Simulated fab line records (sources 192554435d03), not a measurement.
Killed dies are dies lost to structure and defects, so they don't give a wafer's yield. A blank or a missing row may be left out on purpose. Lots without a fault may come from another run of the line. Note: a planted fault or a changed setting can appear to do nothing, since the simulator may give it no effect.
Split-lot study | flow n5 finfet | 21 wafers read from 7 lots, route of 1938 steps

## SPLIT DETAILS
At N5_BEOL_M8_DEP_56 (deposits SiCN from 3MS/NH3, target thk 10 nm, time 17.5 s), the setting time s was moved away from the recipe's 17.5 s on 5 of the 21 wafers read, by -11.9% to +14.7%. This setting was run at the recipe's value on the other wafers.

Reading taken at the split's own step.

## THE READING
SiCN_of_BEOL_M8_DEP_56.thk nm (the simulator's own value, which no gauge read), in nm, at N5_BEOL_M8_DEP_56 (deposits SiCN from 3MS/NH3, target thk 10 nm, time 17.5 s). The file does not state a usual value for it. Average 9.9 nm, standard deviation 0.16 nm, over the 16 wafers here run with the recipe.

wafer  | tool, chamber at the split | time s as run, s | against the recipe | SiCN_of_BEOL_M8_DEP_56.thk nm, nm | against lot-mates on the recipe
L085.1 | pecvd-03, 2,0              | 17.5             | recipe             | 10                                | -
L085.6 | pecvd-03, 2,0              | 17.5             | recipe             | 10                                | -
L085.5 | pecvd-03, 1                | 17.5             | recipe             | 10.2                              | -
L086.2 | pecvd-03, 1,0              | 17.5             | recipe             | 10                                | -
L086.6 | pecvd-03, 1,0              | 17.5             | recipe             | 10                                | -
L086.3 | pecvd-03, 0                | 17.5             | recipe             | 9.8                               | -
L087.1 | pecvd-01, 0                | 17.5             | recipe             | 10                                | -
L087.4 | pecvd-01, 2                | 15.41            | -11.9%             | 9                                 | -1.0
L087.5 | pecvd-01, 2                | 15.41            | -11.9%             | 8.8                               | -1.2
L089.1 | pecvd-01, 1                | 17.5             | recipe             | 9.6                               | -
L089.3 | pecvd-01, 0                | 17.5             | recipe             | 10                                | -
L089.5 | pecvd-01, 0                | 20.08            | +14.7%             | 11.6                              | +1.8
L093.1 | pecvd-01, 0                | 17.5             | recipe             | 10                                | -
L093.2 | pecvd-01, 1                | 15.79            | -9.8%              | 8.8                               | -1.2
L093.4 | pecvd-01, 0                | 15.79            | -9.8%              | 9                                 | -1.0
L095.1 | pecvd-03, 1                | 17.5             | recipe             | 10                                | -
L095.2 | pecvd-03, 0                | 17.5             | recipe             | 9.6                               | -
L095.4 | pecvd-03, 0                | 17.5             | recipe             | 9.8                               | -
L096.1 | pecvd-01, 0,2              | 17.5             | recipe             | 9.8                               | -
L096.3 | pecvd-01, 0,2              | 17.5             | recipe             | 9.8                               | -
L096.4 | pecvd-01, 2                | 17.5             | recipe             | 10                                | -
When a row names more than one chamber, that row covers several wafers, and the file does not tell which wafer ran in which chamber.

THE FIT
A straight line over all 21 wafers: SiCN_of_BEOL_M8_DEP_56.thk nm changes by +0.1 nm for each +1% of time s; r = +0.96; the points scatter about the line by 0.17 nm.
The same after taking each lot's own level away (the mean of its wafers on the recipe; 21 wafers): +0.108 nm for each +1%; r = +0.98; scatter 0.14 nm.
The reading moves by 1.6 nm for the largest change in time s, on that fit.
Across the lots, their own levels run from 9.80 to 10.07 nm, a range of 1.7 times the standard deviation given above.
Consequently the slope shifts little with the lot-to-lot level, the two slopes agreeing.
Check: for one of the wafers moved furthest among these (+14.7%), held out of the fit, the line's prediction against its lot-mates is +1.47 nm. It came out at +1.8 nm against them.

## OTHER SPLITS ON THESE WAFERS
Note: prior to the reading, these wafers also went through further splits. Each is held against what the fit with the lots' levels taken away leaves over:
other split on the same wafers             | wafers away from the commonest value | r with SiCN_of_BEOL_M8_DEP_56.thk nm (lot level and that fit taken away)
N5_BEOL_M6_TRENCH_ETCH_37 time s           | 10                                   | -0.15
N5_BEOL_M6_ALD_77 co reactant pulse time s | 8                                    | -0.32
N5_BEOL_M7_DESCUM_33 time s                | 6                                    | +0.03
N5_BEOL_M7_VIA_ETCH_34 source w            | 6                                    | +0.11

## THE FILE'S OWN FIT
SiCN_of_BEOL_M8_DEP_56.thk nm changes by +0.111 nm for each +1% of time s, r = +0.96.
